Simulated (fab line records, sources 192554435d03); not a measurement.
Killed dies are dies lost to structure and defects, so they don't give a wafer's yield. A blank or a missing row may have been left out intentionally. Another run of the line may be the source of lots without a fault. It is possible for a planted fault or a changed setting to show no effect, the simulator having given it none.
Chamber matching -- flow n5-finfet -- rie-diel-06 running N5_BEOL_M0_SAQP_ETCH_101: 4 sister chambers
The step etches SiNx in CH3F/O2, target depth 29.9 nm, time 42.7 s. 8 wafers are shown with their chamber, then 8 later ones without.

## EACH WAFER AND ITS CHAMBER
wafer,chamber,drypump-motor-current-A (A),showerhead-plenum-p-Torr (Torr)
L082.5,1,5.3,1.99
L086.3,1,5.3,1.99
L087.3,2,6.3,2.06
L087.5,3,5.7,1.91
L089.3,2,6.2,2.06
L089.5,3,5.7,1.91
L089.6,0,6.2,2.10
L093.1,0,6.1,2.09

## WAFERS WITH NO CHAMBER GIVEN
wafer,drypump-motor-current-A (A),showerhead-plenum-p-Torr (Torr)
L093.3,6.2,2.06
L093.5,6.1,2.09
L096.2,5.4,1.98
L096.4,6.3,2.06
L096.6,5.7,1.91
L097.3,6.1,2.09
L097.5,5.3,1.98
L097.6,6.2,2.09

## EACH ONE'S CHAMBER
wafer,from the rows above,in truth
L093.3,2,2
L093.5,0,0
L096.2,1,1
L096.4,2,2
L096.6,3,3
L097.3,0,0
L097.5,1,1
L097.6,0,0
8 of 8 placed correctly. From these rows, 0 cannot be placed. 0 placed wrongly.
How it was worked out, from the rows above alone: a wafer's distance from a chamber is the root of the sum, over the readings, of the square of ((its reading less the chamber's mean) divided by the reading's scatter). The wafer belongs to the nearest chamber; if the next one is less than 2 further off, it can't be placed. A chamber's mean is the mean of its shown wafers. How the scatter is found: for the shown wafers, subtract from each reading the mean of its chamber, square and add these, divide the total by (wafers less chambers), then take the root.
